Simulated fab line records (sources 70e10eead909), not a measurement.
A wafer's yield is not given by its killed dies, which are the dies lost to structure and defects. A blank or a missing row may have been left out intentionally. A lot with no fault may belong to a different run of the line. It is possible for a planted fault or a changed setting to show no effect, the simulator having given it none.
A struck lot beside a sound one -- flow nandHarc -- 13 out of 1159 route steps
Sound: these wafers, L850.1, L850.2, L850.4. Struck: wafers L852.2, L852.3, L852.4. At the end, the cause is stated.
At each step with rows: each side's tool, then ch and its chambers, then its first start. Under that, the readings that differ: sound wafers -- struck wafers -- difference of the means -- sigmas: that difference in standard deviations of wafers without a fault.
alike: a reading whose means differ by less than 2 such deviations, as well as words and numbers matching on both sides. not compared: withheld readings; readings where some wafer has no value; bounds like >300 that might hide an equal value; numbers whose values overlap and for which the record gives no deviation.
A row with sigmas, a row that says differs or no value, or rows on one side alone: a step with any of these is where the two part. Numbers that have no deviation but don't overlap get no sigmas and don't part them. Lack of a reading on every wafer of one side parts them only where that side has two or more wafers.

NHARC_A_STAIRCASE_DESCUM_291: chemistry O2, time 3 s.
  sound on rieDiel-12 ch 0,1,3, day 12 10:08; struck on rieDiel-12 ch 0,1,3, day 13 04:07
reading,sound,struck,difference,sigmas
rfHoursCounterH (h),19 21 18,24 25 26,+6,
  alike: drypumpMotorCurrentA, oesProductAu, rfVppV, showerheadPlenumPTorr, throttleValvePct
NHARC_A_STAIRCASE_ETCH_292: etches the open film in CF4/CHF3.
  sound on rieDiel-12 ch 0,1,3, day 12 10:16; struck on rieDiel-12 ch 0,1,2, day 13 04:12
reading,sound,struck,difference,sigmas
rfHoursCounterH (h),18 20 22,24 25 25,+5,
throttleValvePct (%),16.803 16.794 16.783,16.802 16.823 16.819,+0.021,+2
  alike: drypumpMotorCurrentA, oesProductAu, rfVppV, showerheadPlenumPTorr
NHARC_A_STAIRCASE_HM_OPEN_460: chemistry O2/COS.
  sound on rieDiel-12 ch 0,2,3; struck on rieDiel-12 ch 0,1,2
reading,sound,struck,difference,sigmas
rfHoursCounterH (h),20 20 22,25 24 25,+4,
  alike: drypumpMotorCurrentA, oesProductAu, rfVppV, showerheadPlenumPTorr, throttleValvePct
then, 1 step without rows for these wafers: NHARC_A_STAIRCASE_STRIP_461 (strips in O2/COS).
NHARC_A_STAIRCASE_ETCH_452: etches the open film in CF4/O2, target depth 30 nm, overetch 3 nm, time 16.5 s.
  sound on rieDiel-12 ch 0,2,3; struck on rieDiel-12 ch 0,2,3
reading,sound,struck,difference,sigmas
rfHoursCounterH (h),20 20 22,25 26 26,+5,
  alike: drypumpMotorCurrentA, oes_o_777_au, oesProductAu, rfVppV, showerheadPlenumPTorr, throttleValvePct
NHARC_A_STAIRCASE_ETCH_294: etches the open film in C4F8/O2/Ar, target depth 4992 nm, time 1212.4 s.
  sound on rieDiel-12 ch 0,2,3; struck on rieDiel-12 ch 1,2,3
reading,sound,struck,difference,sigmas
rfHoursCounterH (h),20 21 22,27 26 24,+5,
  alike: oesProductAu, rfVppV
then, 5 steps without rows for these wafers: NHARC_A_STAIRCASE_STRIP_295 (strips in O2); NHARC_A_STAIRCASE_STRIP_296 (strips in SPM, time 900 s); NHARC_A_STAIRCASE_PRECLEAN_297 (cleans in SC1); NHARC_A_STAIRCASE_SRD_298; NHARC_A_STAIRCASE_HM_DEP_462 (deposits aC, target thk 800 nm).
NHARC_A_STAIRCASE_DEP_301: deposits SiON, target thk 30 nm.
  sound on pecvd-04 ch 0,2, day 12 14:32; struck on pecvd-04 ch 0,1, day 13 13:13
reading,sound,struck,difference,sigmas
rfFwdPowerW (W),347.3 348.4 349.0,487.9 489.2 487.1,+139.8,+99 or more
showerheadVppV (V),1097 1148 1149,1387 1352 1372,+239,+4
  alike: heaterPowerW
then, 1 step without rows for these wafers: NHARC_A_STAIRCASE_DEHYDRATE_302 (time 120 s).

== WHERE THEY PART ==
First at NHARC_A_STAIRCASE_ETCH_292; last, within this record, at NHARC_A_STAIRCASE_DEP_301.

WHY: the cause the simulator had injected
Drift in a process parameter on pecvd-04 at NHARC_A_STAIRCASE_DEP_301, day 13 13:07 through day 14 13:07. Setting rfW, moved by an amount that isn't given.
